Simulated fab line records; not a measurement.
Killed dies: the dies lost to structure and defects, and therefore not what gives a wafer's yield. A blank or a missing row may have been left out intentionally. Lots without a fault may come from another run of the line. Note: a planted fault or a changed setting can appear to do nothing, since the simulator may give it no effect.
Which of the tools did it? | flow nand harc | 18 wafers from 6 lots sampled at 2 of the route's 1302 steps

## WHAT THE GAUGES READ, wafer by wafer
NHARC_P_M1_CD_MEAS_09 targets a cd of 130 nm.
lot  | measured     | on        | cd nm (nm)
L207 | day 6 15:02  | cd sem-01 | 129.5 129.2 129.2
L210 | day 8 00:08  | cd sem-03 | 129.9 129.9 129.9
L213 | day 8 22:20  | cd sem-02 | 130.2 129.6 129.9
L222 | day 13 03:35 | cd sem-01 | 126.1 126.9 127.4
L225 | day 14 02:13 | cd sem-02 | 129.8 129.0 129.0
L229 | day 16 01:20 | cd sem-03 | 129.5 130.2 130.0

## WHICH TOOL RAN EACH LOT (tool, then ch and the chambers of the sampled wafers, then the start)
lot  | NHARC_P_M1_EXPOSE_06
L207 | arfi scanner-01 ch 0, day 6 14:54
L210 | arfi scanner-03 ch 0, day 8 00:01
L213 | arfi scanner-03 ch 0, day 8 22:12
L222 | arfi scanner-02 ch 0, day 13 03:27
L225 | arfi scanner-03 ch 0, day 14 02:04
L229 | arfi scanner-01 ch 0, day 16 01:11
- NHARC_P_M1_EXPOSE_06: exposes mask P M1, target cd 130 nm.

## THE ANSWER, worked out from the rows above alone
Rule: the lots themselves supply what counts as usual. The widest of any qualifying gaps counts: lots, ordered by their means at a reading, are off when they make up no more than a third of the lots, leave a main group of 4 or more, and stand apart from it by 3 or more times the standard deviation of that group's means. A main group is skipped when, at the precision printed for the reading in the tables above, its means are all equal. Also off: a lot with no number at a reading for which 4 or more lots have one. Any other lot the step has rows for is counted as sound.
Off at NHARC_P_M1_CD_MEAS_09 (cd nm): L222. Mean 129.7 nm and standard deviation 0.3 in the main group.
If a tool, at a process step before that reading, ran all the lots that are off and no sound lot after the first of them, it fits. Those tools and the gauges at NHARC_P_M1_CD_MEAS_09 are tried in the same way. 2 tools fit, arfi scanner-02 at NHARC_P_M1_EXPOSE_06 and cd sem-01 at NHARC_P_M1_CD_MEAS_09, so this cannot tell which one it is.

## WHAT THE SIMULATOR HAD PUT IN
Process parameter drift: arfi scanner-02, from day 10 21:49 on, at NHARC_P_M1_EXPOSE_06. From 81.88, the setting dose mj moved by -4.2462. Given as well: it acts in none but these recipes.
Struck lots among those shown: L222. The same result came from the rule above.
